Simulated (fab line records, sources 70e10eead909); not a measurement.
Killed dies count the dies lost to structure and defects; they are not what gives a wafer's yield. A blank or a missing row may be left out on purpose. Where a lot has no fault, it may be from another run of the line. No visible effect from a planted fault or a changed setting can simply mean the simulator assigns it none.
Chamber matching ; flow nand-harc ; 4 sister chambers for NHARC_A_CHANNEL_FILL_D2_ETCHBACK_08 on rie-diel-10
The step etches the open film in C4F8, target depth 220 nm, time 110 s. 18 wafers are shown with their chamber, then 9 later ones without.

EACH WAFER AND ITS CHAMBER
wafer;chamber;rf-vpp-V (V);oes-product-au (a.u.)
L328.1;1;443.4;0.93
L328.3;0;437.6;0.94
L328.4;2;438.2;0.94
L329.2;2;437.9;0.94
L329.5;0;438.0;0.93
L329.6;3;443.7;0.93
L333.1;0;438.9;1.00
L333.4;1;444.9;1.00
L333.6;0;440.1;0.99
L339.1;3;444.8;0.93
L339.2;2;437.3;0.92
L339.4;1;444.5;0.93
L341.1;3;442.6;0.93
L341.3;2;439.6;0.90
L341.4;1;445.9;0.93
L342.3;0;438.3;1.00
L342.4;1;443.9;1.00
L342.5;3;441.1;0.99

SIGNATURES (averages over the wafers above)
reading;chamber 0;chamber 1;chamber 2;chamber 3;scatter within a chamber
rf-vpp-V;438.580;444.520;438.250;443.050;1.13
oes-product-au;0.9720;0.9580;0.9250;0.9450;0.032
Rule: a wafer's distance from a chamber is the root of the sum, over the readings, of the square of ((its reading less the chamber's mean) divided by the reading's scatter). The wafer belongs to the nearest chamber; if the next one is less than 2 further off, it can't be placed. The scatter: the root of (the sum of the squares of (reading less its chamber's mean) over the shown wafers, divided by (wafers less chambers)).

WAFERS MISSING THEIR CHAMBER
wafer;rf-vpp-V (V);oes-product-au (a.u.)
L344.3;444.6;0.93
L344.5;438.1;0.90
L344.6;443.5;0.92
L345.1;437.5;0.91
L345.5;443.8;0.92
L345.6;438.8;0.92
L349.1;436.7;0.91
L349.3;442.2;0.92
L349.6;443.9;0.93

WHICH CHAMBER EACH WENT THROUGH
wafer;from the rows above;in truth
L344.3;can't be placed: 1 or 3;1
L344.5;can't be placed: 2 or 0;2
L344.6;can't be placed: 3 or 1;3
L345.1;can't be placed: 2 or 0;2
L345.5;can't be placed: 3 or 1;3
L345.6;can't be placed: 2 or 0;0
L349.1;can't be placed: 2 or 0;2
L349.3;can't be placed: 3 or 1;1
L349.6;can't be placed: 3 or 1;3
Correctly placed: 0 of 9. Not placeable from these rows: 9 (in 9, the candidates include the true chamber). Wrongly placed: 0.
